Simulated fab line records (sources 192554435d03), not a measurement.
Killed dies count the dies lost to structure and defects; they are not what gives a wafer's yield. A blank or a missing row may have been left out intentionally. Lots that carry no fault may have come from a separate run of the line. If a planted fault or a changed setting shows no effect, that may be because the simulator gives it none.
Which tool was responsible? ; flow n5 finfet ; 27 wafers from 9 lots sampled at 5 of the route's 1938 steps

WHAT THE GAUGES SHOWED, per wafer
N5_MOL_CONTACT_COAG_CD_MEAS_08 targets a cd of 28 nm. Usual: cd nm 27.66 nm, standard deviation 0.27.
lot;measured;on;cd nm (nm);flag
L995;day 4 16:44;cd sem-03;27.56 27.78 27.83;
L998;day 5 11:51;cd sem-03;27.60 27.59 27.41;
L102;day 6 18:00;cd sem-01;28.10 27.75 27.78;
L104;day 6 22:37;cd sem-03;27.40 27.71 28.15;
L107;day 7 14:44;cd sem-01;27.88 27.34 27.17;
L111;day 8 13:23;cd sem-03;27.92 27.70 28.07;
L112;day 8 19:55;cd sem-02;27.18 27.24 27.25;
L113;day 9 06:41;cd sem-01;27.64 27.18 27.52;
L118;day 10 10:49;cd sem-03;27.27 27.33 27.64;

N5_BEOL_M4_RC_MEAS_101. Usual: DIBL_N 37.1 mV/V, standard deviation 2.6; DIBL_P 38 mV/V, standard deviation 3; IOFF_N 0.18 nA/um, standard deviation 0.052; IOFF_P 0.25 nA/um, standard deviation 0.06; ION_N 678 uA/um, standard deviation 15; ION_P 467 uA/um, standard deviation 8.6; SS_N 71.7 mV/dec, standard deviation 0.73; SS_P 73.7 mV/dec, standard deviation 0.89; VT_N 249 mV, standard deviation 4.3; VT_P -248 mV, standard deviation 3.8.
lot;measured;on;DIBL_N (mV/V);DIBL_P (mV/V);IOFF_N (nA/um);IOFF_P (nA/um);ION_N (uA/um);ION_P (uA/um);SS_N (mV/dec);SS_P (mV/dec);VT_N (mV);VT_P (mV);flag
L995;day 10 15:06;prober-01;33.4 32.1 32.3;34 32 33;0.13 0.12 0.10;0.20 0.16 0.17;648 659 648;455 458 454;72.0 70.9 70.4;72.2 71.6 71.5;254 253 260;-247 -252 -251;
L998;day 11 17:44;prober-01;37.3 36.6 36.6;39 36 38;0.21 0.16 0.18;0.29 0.23 0.29;708 683 682;478 467 476;71.3 72.1 70.9;74.5 73.8 74.0;242 248 243;-242 -246 -243;
L102;day 12 01:53;prober-02;37.1 38.0 34.7;39 41 37;0.18 0.21 0.14;0.24 0.29 0.21;674 686 667;463 476 463;72.0 71.8 70.5;74.2 74.3 73.3;250 249 252;-248 -247 -247;
L104;day 12 19:27;prober-01;39.6 37.3 39.5;41 38 40;0.20 0.16 0.21;0.31 0.21 0.27;679 690 693;463 469 471;72.1 71.5 72.2;75.1 73.7 73.5;250 252 245;-246 -249 -247;
L107;day 13 12:31;prober-02;36.7 35.2 37.4;38 37 39;0.18 0.16 0.19;0.25 0.24 0.26;675 693 671;469 476 461;71.2 70.9 71.9;73.2 74.2 74.3;246 249 248;-249 -247 -249;
L111;day 15 06:35;prober-01;38.9 38.1 40.2;39 40 41;0.21 0.19 0.25;0.29 0.34 0.35;685 683 692;470 478 478;72.4 72.1 72.4;73.9 73.0 74.0;247 246 243;-243 -242 -241;
L112;day 14 14:53;prober-02;36.8 37.6 42.1;38 39 43;0.15 0.18 0.30;0.25 0.29 0.40;675 680 712;469 478 482;71.2 71.5 72.6;73.1 73.6 75.5;253 247 241;-245 -245 -240;
L113;day 15 15:47;prober-01;32.3 36.0 32.8;34 38 34;0.11 0.17 0.12;0.17 0.25 0.18;661 662 671;452 461 469;70.5 72.2 70.6;71.0 74.0 71.9;253 247 254;-252 -248 -252;
L118;day 16 15:21;prober-02;39.7 40.2 38.0;42 42 39;0.26 0.25 0.22;0.32 0.33 0.26;694 682 681;474 475 466;72.8 72.6 72.4;75.2 74.5 74.2;241 246 245;-245 -245 -246;

TOOL THAT RAN EACH LOT (tool first, then ch and the chambers of the sampled wafers, then the start)
lot;N5_GATE_CUT_CUT_ETCH_54;N5_MOL_CONTACT_COAG_ETCH_105;N5_MOL_CONTACT_COAG_ETCH_110
L995;rie metal-03 ch 0,1, day 4 12:55;rie diel-01 ch 0,2, day 4 16:56;rie diel-01 ch 0,2, day 4 17:10
L998;rie metal-02 ch 0,1, day 5 08:39;rie diel-01 ch 2,3, day 5 12:01;rie diel-01 ch 2,3, day 5 12:15
L102;rie metal-01 ch 0,1, day 6 14:36;rie diel-04 ch 1,3, day 6 18:15;rie diel-04 ch 1,3, day 6 18:29
L104;rie metal-02 ch 0,1, day 6 19:17;rie diel-05 ch 0,1,3, day 6 22:48;rie diel-05 ch 0,1,3, day 6 23:01
L107;rie metal-02 ch 0,1, day 7 11:23;rie diel-05 ch 1,2,3, day 7 14:55;rie diel-05 ch 1,2,3, day 7 15:08
L111;rie metal-02 ch 0,1, day 8 09:55;rie diel-05 ch 2,3, day 8 13:34;rie diel-05 ch 2,3, day 8 13:47
L112;rie metal-01 ch 0,1, day 8 16:11;rie diel-05 ch 0,1,2, day 8 20:06;rie diel-05 ch 0,1,2, day 8 20:19
L113;rie metal-01 ch 0,1, day 9 03:28;rie diel-01 ch 0,3, day 9 06:52;rie diel-01 ch 0,3, day 9 07:05
L118;rie metal-01 ch 0, day 10 06:23;rie diel-01 ch 0,2, day 10 11:13;rie diel-01 ch 0,2, day 10 11:26
- N5_GATE_CUT_CUT_ETCH_54: etches TiN in Cl2/BCl3, target depth 96.7 nm.
- N5_MOL_CONTACT_COAG_ETCH_105: etches SiARC in CF4, target depth 15.6 nm, time 26 s.
- N5_MOL_CONTACT_COAG_ETCH_110: etches Si in CF4/O2, target depth 2.5 nm, time 8 s.

AS READ BY THE TOOLS THEMSELVES (means over the sampled wafers that have a number; for cases with no such wafer, the mark the record gives instead)
N5_GATE_CUT_CUT_ETCH_54. Usual: drypump motor current A 5.8 A, standard deviation 0.39; etch rf on time s 35.7 s, standard deviation 1.2; oes_ar_750_au 0.71 a.u., standard deviation 0.09; oes product au 0.63 a.u., standard deviation 0.076; throttle valve pct 22.34 %, standard deviation 0.24.
lot;tool;drypump motor current A (A);etch rf on time s (s);oes_ar_750_au (a.u.);oes product au (a.u.);throttle valve pct (%);flag
L995;rie metal-03;5.7;35.7;0.75;0.71;22.10;
L998;rie metal-02;6.1;36.5;0.70;0.61;22.60;
L102;rie metal-01;5.6;36.0;0.69;0.62;22.32;
L104;rie metal-02;6.1;35.8;0.66;0.58;22.51;
L107;rie metal-02;6.0;35.9;0.66;0.58;22.50;
L111;rie metal-02;6.0;35.3;0.66;0.59;22.50;
L112;rie metal-01;5.6;35.9;0.68;0.61;22.32;
L113;rie metal-01;5.6;35.7;0.68;0.61;22.32;
L118;rie metal-01;5.0;35.1;0.85;0.73;22.14;

N5_MOL_CONTACT_COAG_ETCH_105. Usual: drypump motor current A 5.6 A, standard deviation 0.57; etch rf on time s 26.3 s, standard deviation 0.74; oes product au 0.67 a.u., standard deviation 0.07; rf vpp V 184.1 V, standard deviation 1; showerhead plenum p Torr 2.15 Torr, standard deviation 0.043; throttle valve pct 15.44 %, standard deviation 0.15.
lot;tool;drypump motor current A (A);etch rf on time s (s);oes product au (a.u.);rf vpp V (V);showerhead plenum p Torr (Torr);throttle valve pct (%);flag
L995;rie diel-01;5.3;25.8;0.62;183.0;2.08;15.56;
L998;rie diel-01;5.5;25.8;0.71;183.7;2.08;15.32;
L102;rie diel-04;6.4;25.8;0.72;183.6;2.19;15.50;
L104;rie diel-05;5.6;26.8;0.75;183.8;2.13;15.37;
L107;rie diel-05;5.7;26.5;0.74;184.1;2.13;15.31;
L111;rie diel-05;5.3;31.7;0.66;183.8;2.14;15.34;OFF
L112;rie diel-05;5.7;32.3;0.64;183.8;2.15;15.37;OFF
L113;rie diel-01;5.5;26.1;0.65;183.9;2.12;15.56;
L118;rie diel-01;5.3;26.0;0.59;183.4;2.07;15.63;

N5_MOL_CONTACT_COAG_ETCH_110. Usual: drypump motor current A 5.6 A, standard deviation 0.57; oes_ar_750_au 0.79 a.u., standard deviation 0.077; oes product au 0.79 a.u., standard deviation 0.083; rf vpp V 129 V, standard deviation 4.4; showerhead plenum p Torr 2.23 Torr, standard deviation 0.045; throttle valve pct 10.60 %, standard deviation 0.19.
lot;tool;drypump motor current A (A);oes_ar_750_au (a.u.);oes product au (a.u.);rf vpp V (V);showerhead plenum p Torr (Torr);throttle valve pct (%);flag
L995;rie diel-01;5.3;0.73;0.72;129;2.16;10.79;
L998;rie diel-01;5.5;0.84;0.83;124;2.16;10.49;
L102;rie diel-04;6.4;0.85;0.85;129;2.27;10.61;
L104;rie diel-05;5.6;0.87;0.87;129;2.22;10.44;
L107;rie diel-05;5.7;0.87;0.86;128;2.21;10.41;
L111;rie diel-05;5.4;0.83;0.83;131;2.22;10.48;
L112;rie diel-05;5.7;0.80;0.81;127;2.23;10.52;
L113;rie diel-01;5.6;0.76;0.75;128;2.20;10.76;
L118;rie diel-01;5.3;0.71;0.69;128;2.15;10.89;

THE ANSWER, worked out from the rows above alone
Rule: lot off if the mean of its wafers having a number is beyond 3 standard deviations from the usual mean. Also off: a lot with no number at a reading for which 4 or more lots have one. Where the step has rows for the other lots, those lots are counted as sound. After the gauges, taken in route order, come the tools' own readings; for these a lot's mean is taken, as printed above. The first step at which some lot is off is used, and at that step the reading that is off furthest; a lot without a number counts as furthest.
Off, at N5_MOL_CONTACT_COAG_ETCH_105 on etch rf on time s: L111, L112.
A tool fits if, at that step or a process step before it, it ran every lot that is off, and no sound lot after the first of them. One fits: rie diel-05 at N5_MOL_CONTACT_COAG_ETCH_105. Its last sound lot is L107 (day 7 14:55), its first lot that is off L111 (day 8 13:34): a fault that began between those two fits.
The tool's own readings at N5_MOL_CONTACT_COAG_ETCH_105 bear it out: on the lots that are off they differ by more than 5 times the standard deviation of the sound lots' means. etch rf on time s reads 32.0 s there against 26.1 s on the sound lots.

WHAT THE SIMULATOR HAD PUT IN
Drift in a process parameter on rie diel-05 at N5_MOL_CONTACT_COAG_ETCH_105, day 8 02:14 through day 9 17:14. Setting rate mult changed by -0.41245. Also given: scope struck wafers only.
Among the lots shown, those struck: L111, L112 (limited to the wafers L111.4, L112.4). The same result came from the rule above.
